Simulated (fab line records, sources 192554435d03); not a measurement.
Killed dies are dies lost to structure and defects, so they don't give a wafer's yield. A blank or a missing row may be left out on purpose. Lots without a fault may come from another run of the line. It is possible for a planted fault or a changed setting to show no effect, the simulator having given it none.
Matching of chambers :: flow n5_finfet :: 4 sister chambers for N5_FIN_CUT_ETCH_30 on rie_diel-06
The step etches underlayer in N2/H2, target depth 13 nm, time 10.4 s. 18 wafers are shown with their chamber, then 9 later ones without.

== WAFERS WITH THEIR CHAMBER ==
wafer: L074.4
chamber: 0
showerhead_plenum_p_Torr (Torr): 2.51
oes_product_au (a.u.): 0.59
drypump_motor_current_A (A): 5.8

wafer: L074.5
chamber: 1
showerhead_plenum_p_Torr (Torr): 2.71
oes_product_au (a.u.): 0.82
drypump_motor_current_A (A): 6.7

wafer: L074.6
chamber: 2
showerhead_plenum_p_Torr (Torr): 2.54
oes_product_au (a.u.): 0.62
drypump_motor_current_A (A): 5.7

wafer: L077.1
chamber: 0
showerhead_plenum_p_Torr (Torr): 2.50
oes_product_au (a.u.): 0.58
drypump_motor_current_A (A): 5.8

wafer: L077.2
chamber: 1
showerhead_plenum_p_Torr (Torr): 2.70
oes_product_au (a.u.): 0.80
drypump_motor_current_A (A): 6.7

wafer: L077.5
chamber: 0
showerhead_plenum_p_Torr (Torr): 2.50
oes_product_au (a.u.): 0.57
drypump_motor_current_A (A): 5.8

wafer: L079.2
chamber: 2
showerhead_plenum_p_Torr (Torr): 2.53
oes_product_au (a.u.): 0.62
drypump_motor_current_A (A): 5.6

wafer: L079.4
chamber: 0
showerhead_plenum_p_Torr (Torr): 2.50
oes_product_au (a.u.): 0.57
drypump_motor_current_A (A): 5.8

wafer: L079.5
chamber: 0
showerhead_plenum_p_Torr (Torr): 2.50
oes_product_au (a.u.): 0.58
drypump_motor_current_A (A): 5.8

wafer: L082.2
chamber: 2
showerhead_plenum_p_Torr (Torr): 2.53
oes_product_au (a.u.): 0.61
drypump_motor_current_A (A): 5.7

wafer: L082.3
chamber: 1
showerhead_plenum_p_Torr (Torr): 2.70
oes_product_au (a.u.): 0.79
drypump_motor_current_A (A): 6.6

wafer: L082.6
chamber: 0
showerhead_plenum_p_Torr (Torr): 2.50
oes_product_au (a.u.): 0.57
drypump_motor_current_A (A): 5.7

wafer: L083.3
chamber: 0
showerhead_plenum_p_Torr (Torr): 2.50
oes_product_au (a.u.): 0.58
drypump_motor_current_A (A): 5.8

wafer: L083.4
chamber: 1
showerhead_plenum_p_Torr (Torr): 2.70
oes_product_au (a.u.): 0.78
drypump_motor_current_A (A): 6.7

wafer: L083.5
chamber: 2
showerhead_plenum_p_Torr (Torr): 2.53
oes_product_au (a.u.): 0.61
drypump_motor_current_A (A): 5.7

wafer: L084.4
chamber: 0
showerhead_plenum_p_Torr (Torr): 2.50
oes_product_au (a.u.): 0.58
drypump_motor_current_A (A): 5.8

wafer: L084.5
chamber: 3
showerhead_plenum_p_Torr (Torr): 2.49
oes_product_au (a.u.): 0.79
drypump_motor_current_A (A): 5.9

wafer: L084.6
chamber: 2
showerhead_plenum_p_Torr (Torr): 2.53
oes_product_au (a.u.): 0.62
drypump_motor_current_A (A): 5.6

SIGNATURES (means of the wafers above)
reading: showerhead_plenum_p_Torr
chamber 0: 2.5012
chamber 1: 2.7025
chamber 2: 2.5320
chamber 3: 2.4900
scatter within a chamber: 0.00416

reading: oes_product_au
chamber 0: 0.5775
chamber 1: 0.7975
chamber 2: 0.6160
chamber 3: 0.7900
scatter within a chamber: 0.0098

reading: drypump_motor_current_A
chamber 0: 5.787
chamber 1: 6.675
chamber 2: 5.660
chamber 3: 5.900
scatter within a chamber: 0.0449
Rule: for each reading, subtract the chamber's mean from the wafer's reading, divide by that reading's scatter and square the result; add these up over the readings and take the root, which gives the wafer's distance from the chamber. If the next closest chamber is less than 2 further off than the closest, the wafer can't be placed; otherwise it belongs to the closest. The scatter: the root of (the sum of the squares of (reading less its chamber's mean) over the shown wafers, divided by (wafers less chambers)).

== WAFERS WITHOUT THEIR CHAMBER ==
wafer: L089.1
showerhead_plenum_p_Torr (Torr): 2.53
oes_product_au (a.u.): 0.60
drypump_motor_current_A (A): 5.7

wafer: L089.3
showerhead_plenum_p_Torr (Torr): 2.48
oes_product_au (a.u.): 0.77
drypump_motor_current_A (A): 5.9

wafer: L089.6
showerhead_plenum_p_Torr (Torr): 2.48
oes_product_au (a.u.): 0.77
drypump_motor_current_A (A): 5.9

wafer: L091.1
showerhead_plenum_p_Torr (Torr): 2.48
oes_product_au (a.u.): 0.76
drypump_motor_current_A (A): 5.9

wafer: L091.2
showerhead_plenum_p_Torr (Torr): 2.53
oes_product_au (a.u.): 0.60
drypump_motor_current_A (A): 5.7

wafer: L091.6
showerhead_plenum_p_Torr (Torr): 2.48
oes_product_au (a.u.): 0.76
drypump_motor_current_A (A): 5.9

wafer: L096.3
showerhead_plenum_p_Torr (Torr): 2.49
oes_product_au (a.u.): 0.84
drypump_motor_current_A (A): 5.8

wafer: L096.4
showerhead_plenum_p_Torr (Torr): 2.69
oes_product_au (a.u.): 0.76
drypump_motor_current_A (A): 6.6

wafer: L096.6
showerhead_plenum_p_Torr (Torr): 2.49
oes_product_au (a.u.): 0.84
drypump_motor_current_A (A): 5.8

== EACH ONE'S CHAMBER ==
wafer: L089.1
from the rows above: 2
in truth: 2

wafer: L089.3
from the rows above: 3
in truth: 3

wafer: L089.6
from the rows above: 3
in truth: 3

wafer: L091.1
from the rows above: 3
in truth: 3

wafer: L091.2
from the rows above: 2
in truth: 2

wafer: L091.6
from the rows above: 3
in truth: 3

wafer: L096.3
from the rows above: 3
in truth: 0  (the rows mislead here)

wafer: L096.4
from the rows above: 1
in truth: 1

wafer: L096.6
from the rows above: 3
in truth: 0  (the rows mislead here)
7 of 9 placed correctly. Number that these rows cannot place: 0. 2 placed wrongly.
